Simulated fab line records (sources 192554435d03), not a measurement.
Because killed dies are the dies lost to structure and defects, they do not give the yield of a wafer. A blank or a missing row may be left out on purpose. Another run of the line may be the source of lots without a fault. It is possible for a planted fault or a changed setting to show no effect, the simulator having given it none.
Split-lot study | flow n5-finfet | route with 1938 steps; 7 lots, 21 wafers read

ON THE SPLIT
At N5_FIN_SAQP_FIN_ETCH_36 (etches the open film in HBr/Cl2/O2, target depth 120 nm, time 50.4 s), the setting icp-w was moved away from the recipe's 800 W on 5 of the 21 wafers read, by -15.8% to +9.9%. For the rest of the wafers, this setting stayed at what the recipe calls for.

FROM THE SPLIT TO THE READING: what the file shows between them, 3 steps
- N5_FIN_SAQP_PRECLEAN_38: cleans in O3/DIW, time 45 s
- N5_FIN_SAQP_PRECLEAN_45: cleans in dHF, time 10 s
- N5_FIN_SAQP_SRD_39: time 30 s

THE READING
trench-depth-nm, in nm, at N5_FIN_SAQP_OCD_MEAS_76. On this fab line, fault-free wafers typically give 120.0 nm with a standard deviation of 1.3 nm.

wafer  | tool, chamber at the split | icp-w as run, W | against the recipe | trench-depth-nm, nm | against lot-mates on the recipe
L075.2 | rie-si-01, 1               | 800             | recipe             | 121.3               | -
L075.3 | rie-si-01, 2               | 800             | recipe             | 122.1               | -
L075.4 | rie-si-01, 3               | 800             | recipe             | 120.4               | -
L080.1 | rie-si-02, 2               | 879.1           | +9.9%              | 125.5               | +7.0
L080.2 | rie-si-02, 1               | 800             | recipe             | 119.7               | -
L080.6 | rie-si-02, 3               | 800             | recipe             | 117.2               | -
L084.1 | rie-si-01, 2               | 800             | recipe             | 120.4               | -
L084.2 | rie-si-01, 3               | 800             | recipe             | 119.5               | -
L084.6 | rie-si-01, 0               | 800             | recipe             | 118.8               | -
L085.1 | rie-si-01, 3,0             | 800             | recipe             | 120.0               | -
L085.3 | rie-si-01, 2               | 836.4           | +4.5%              | 124.8               | +4.8
L085.4 | rie-si-01, 3,0             | 800             | recipe             | 120.1               | -
L088.1 | rie-si-04, 3               | 800             | recipe             | 120.6               | -
L088.2 | rie-si-04, 0               | 800             | recipe             | 119.6               | -
L088.3 | rie-si-04, 1               | 800             | recipe             | 120.8               | -
L091.2 | rie-si-01, 2               | 673.3           | -15.8%             | 111.9               | -6.8
L091.3 | rie-si-01, 3               | 673.3           | -15.8%             | 111.4               | -7.3
L091.4 | rie-si-01, 0               | 800             | recipe             | 118.7               | -
L092.2 | rie-si-01, 3               | 739.7           | -7.5%              | 115.9               | -5.2
L092.4 | rie-si-01, 2               | 800             | recipe             | 121.7               | -
L092.6 | rie-si-01, 1               | 800             | recipe             | 120.5               | -
When a row names more than one chamber, that row covers several wafers, and the file does not tell which wafer ran in which chamber.

THE FIT
A straight line over all 21 wafers: trench-depth-nm changes by +0.557 nm for each +1% of icp-w; r = +0.94; the points scatter about the line by 1.2 nm.
The same after taking each lot's own level away (the mean of its wafers on the recipe; 21 wafers): +0.533 nm for each +1%; r = +0.95; scatter 1 nm.
On that fit, the largest move of icp-w shifts the reading by 8.4 nm.
The span of the lots' own levels, 118.45 to 121.27 nm, comes to 2.2 times the standard deviation stated above.
So the lot-to-lot level changes the slope little: the two slopes agree.
Check: -9 nm against its lot-mates is what the line predicts for one of the wafers moved furthest among these (-15.8%) when that wafer is left out of the fit. It came out at -6.8 nm against them.

FURTHER SPLITS ON THESE WAFERS
Before the reading, these wafers also passed through other splits. Each is held against what the fit with the lots' levels taken away leaves over:
other split on the same wafers          | wafers away from the commonest value | r with trench-depth-nm (lot level and that fit taken away)
N5_ZERO_LAYER_EXPOSE_08 dose-mj         | 10                                   | +0.13
N5_ZERO_LAYER_DEVELOP_10 develop-time-s | 7                                    | -0.23
N5_WELL_APT_COAT_02 spin-rpm            | 7                                    | +0.09
N5_FIN_SAQP_PEB_14 peb-time-s           | 10                                   | -0.17
N5_FIN_SAQP_DEVELOP_15 develop-time-s   | 9                                    | -0.36

THE WHOLE CHAIN: every reading that the file lists as answering this split, in the file's order
step                    | what it does                                                         | reading                                                                    | change (the file's fit)               | r (the file's)
N5_FIN_SAQP_FIN_ETCH_36 | etches the open film in HBr/Cl2/O2, target depth 120 nm, time 50.4 s | etch.depth-nm (the simulator's own value, which no gauge read)             | +0.606 nm for each +1% of the setting | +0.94
N5_FIN_SAQP_FIN_ETCH_36 | etches the open film in HBr/Cl2/O2, target depth 120 nm, time 50.4 s | FIN_SAQP.feature-depth-nm (the simulator's own value, which no gauge read) | +0.603 nm for each +1% of the setting | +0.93
N5_FIN_SAQP_OCD_MEAS_76 |                                                                      | trench-depth-nm                                                            | +0.571 nm for each +1% of the setting | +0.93

THE FILE'S OWN FIT
trench-depth-nm changes by +0.571 nm for each +1% of icp-w, r = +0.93.
